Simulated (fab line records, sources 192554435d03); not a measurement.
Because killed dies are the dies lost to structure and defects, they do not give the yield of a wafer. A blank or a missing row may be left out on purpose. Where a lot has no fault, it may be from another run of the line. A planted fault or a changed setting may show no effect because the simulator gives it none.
A lot that was struck, set against a sound lot ; flow n5_finfet ; 38 out of 1938 route steps
Sound: these wafers, L358.1, L358.4, L358.6. Struck: wafer L361.2 (left out: L361.1, L361.3 of the same lot, which were not struck); the cause appears at the end.
Each step with rows lists, per side, the tool, then ch with its chambers, then its first start. Under that, the readings that differ: sound wafers ; struck wafers ; difference of the means ; sigmas: that difference in standard deviations of wafers without a fault.
alike: readings with means less than 2 such deviations apart, plus words and numbers identical on both sides. not compared: withheld readings, readings lacking a value on some wafer, bounds such as >300 that could conceal the same value, and numbers that have no deviation in the record and whose values overlap.
The two part at a step that has a row with sigmas, a row that says differs or no value, or rows on one side only. Numbers that don't overlap but have no deviation are shown without sigmas and don't part them. A reading that every wafer of one side lacks parts them only if that side has two wafers or more.

first, 11 steps without rows for these wafers: N5_FIN_SAQP_STRIP_74 (strips in CHF3/O2); N5_FIN_SAQP_MANDREL_ETCH_22 (etches a-Si in HBr/Cl2, stops on SiNx, target depth 60 nm, bt time 10 s, time 30 s); N5_FIN_SAQP_STRIP_55 (strips in N2/H2); N5_FIN_SAQP_STRIP_23 (strips in SPM, time 750 s); N5_FIN_SAQP_SRD_66 (time 30 s); N5_FIN_SAQP_RECESS_75 (chemistry HF/NH3, target SiO2, target depth 14.4 nm, afs cycles 3, sublimation time 60 s); N5_FIN_SAQP_SPACER1_ALD_24 (deposits SiO2, target thk 20.3 nm, pulse time 1 s, purge time 2 s); N5_FIN_SAQP_SPACER1_ETCHBACK_25 (etches SiO2 in CHF3/O2, target depth 24.4 nm, time 12.2 s); N5_FIN_SAQP_MANDREL1_REMOVE_56 (chemistry HBr/Cl2/O2, target a-Si, stops on SiNx, bt time 10 s); N5_FIN_SAQP_ETCH_57 (etches SiNx in CH3F/O2, target depth 32.5 nm, time 46.4 s); N5_FIN_SAQP_ETCH_65 (etches SiO2 in CF4, target depth 4 nm, time 4.4 s).
N5_FIN_SAQP_MANDREL_ETCH_58: etches a-Si in HBr/Cl2, stops on SiNx, target depth 45 nm, bt time 10 s, time 27 s.
  sound on rie_si-06 ch 0,1,2, day 2 18:34; struck on rie_si-06 ch 1, day 3 11:38
reading;sound;struck;difference;sigmas
model.SiNx_of_FIN_SAQP_HM_DEP_03.thk_nm (nm);38.2 38.2 38.4;33.6;-4.7;
  alike: HBr_flow_sccm, drypump_motor_current_A, oes_product_au, throttle_valve_pct
  not compared: rf_hours_counter_h
then, 9 steps without rows for these wafers: N5_FIN_SAQP_RECESS_63 (chemistry HF/NH3, target SiO2, target depth 18 nm, afs cycles 3, sublimation time 60 s); N5_FIN_SAQP_COAT_68 (time 60 s, resist thk 100 nm); N5_FIN_SAQP_ETCH_69 (etches SOC in N2/H2, stops on SiNx, target depth 150 nm); N5_FIN_SAQP_ETCH_67 (etches SiNx in CH3F/O2, target depth 30 nm); N5_FIN_SAQP_STRIP_70 (strips in N2/H2); N5_FIN_SAQP_RECESS_71 (chemistry HF/NH3, target SiO2, target depth 3 nm, afs cycles 1, sublimation time 60 s); N5_FIN_SAQP_SPACER2_ALD_28 (deposits SiO2, target thk 8.1 nm, pulse time 1 s, purge time 2 s); N5_FIN_SAQP_SPACER2_ETCHBACK_29 (etches SiO2 in CHF3/O2, target depth 12.2 nm, time 6.1 s); N5_FIN_SAQP_MANDREL2_REMOVE_60 (chemistry HBr/Cl2/O2, target a-Si, stops on SiNx, bt time 10 s).
N5_FIN_SAQP_HM_OPEN_33: chemistry CH3F/O2, target SiNx, target depth 49.4 nm, time 70.6 s.
  sound on rie_diel-03 ch 0,1,2, day 2 20:05; struck on rie_diel-04 ch 3, day 3 13:08
reading;sound;struck;difference;sigmas
etch_rf_on_time_s (s);70.5 67.9 70.5;61.0;-8.6;-6
model.etch.depth_nm (nm);37.47 37.66 37.71;33.03;-4.58;
  alike: drypump_motor_current_A, oes_product_au, rf_vpp_V, showerhead_plenum_p_Torr, throttle_valve_pct
  not compared: rf_hours_counter_h
then, 14 steps without rows for these wafers: N5_FIN_SAQP_ETCH_34 (etches SiO2 in C4F6/O2, target depth 45 nm, time 15 s); N5_FIN_SAQP_STRIP_77 (strips in N2/H2, time 90 s); N5_FIN_SAQP_ETCH_64 (etches SiO2 in CF4, target depth 1.5 nm); N5_FIN_SAQP_FIN_ETCH_36 (etches the open film in HBr/Cl2/O2, target depth 120 nm, time 50.4 s); N5_FIN_SAQP_PRECLEAN_38 (cleans in O3/DIW, time 45 s); N5_FIN_SAQP_PRECLEAN_45 (cleans in dHF, time 10 s); N5_FIN_SAQP_SRD_39 (time 30 s); N5_FIN_CUT_COAT_18 (time 60 s, resist thk 230 nm); N5_FIN_CUT_COAT_19 (time 60 s, resist thk 20 nm); N5_FIN_CUT_COAT_29 (time 60 s, resist thk 10 nm); N5_FIN_CUT_COAT_02 (resist thk 30 nm); N5_FIN_CUT_EBR_04; N5_FIN_CUT_SOFTBAKE_03 (time 60 s); N5_FIN_CUT_EXPOSE_05 (exposes mask FIN CUT).
N5_STI_FIN_REVEAL_RECESS_09: chemistry HF/NH3, target SiO2, afs cycles 11, target depth 42.5 nm, sublimation time 60 s.
  sound on vapor_etch-02 ch 0,1, day 3 04:53; struck on vapor_etch-02 ch 1, day 3 21:10
reading;sound;struck;difference;sigmas
model.SiNx_of_FIN_SAQP_HM_DEP_03.thk_nm (nm);18.2 18.2 18.4;14;-4;
  alike: drypump_motor_current_A, foreline_p_Torr
-- record jumps: 10 days separate the struck wafers' starts on either side; left off in module STI_FIN_REVEAL, taken up again in module PASSIVATION, whose first shown step is the route's number 1936 --
N5_PASSIVATION_PROBE_49:
  sound: prober-01 at day 12 20:50; struck: prober-01 at day 13 21:05
reading;sound;struck;difference;sigmas
killed_at_contacts;6 5 2;21;+17;+2
  alike: killed_at_M0_to_M3, killed_at_M4_up, killed_at_front_end, killed_at_other, killed_dies, killed_open, killed_short

WHERE THEY PART
Last at N5_PASSIVATION_PROBE_49 as far as this record goes, first at N5_FIN_SAQP_HM_OPEN_33.

WHY: the cause the simulator had injected
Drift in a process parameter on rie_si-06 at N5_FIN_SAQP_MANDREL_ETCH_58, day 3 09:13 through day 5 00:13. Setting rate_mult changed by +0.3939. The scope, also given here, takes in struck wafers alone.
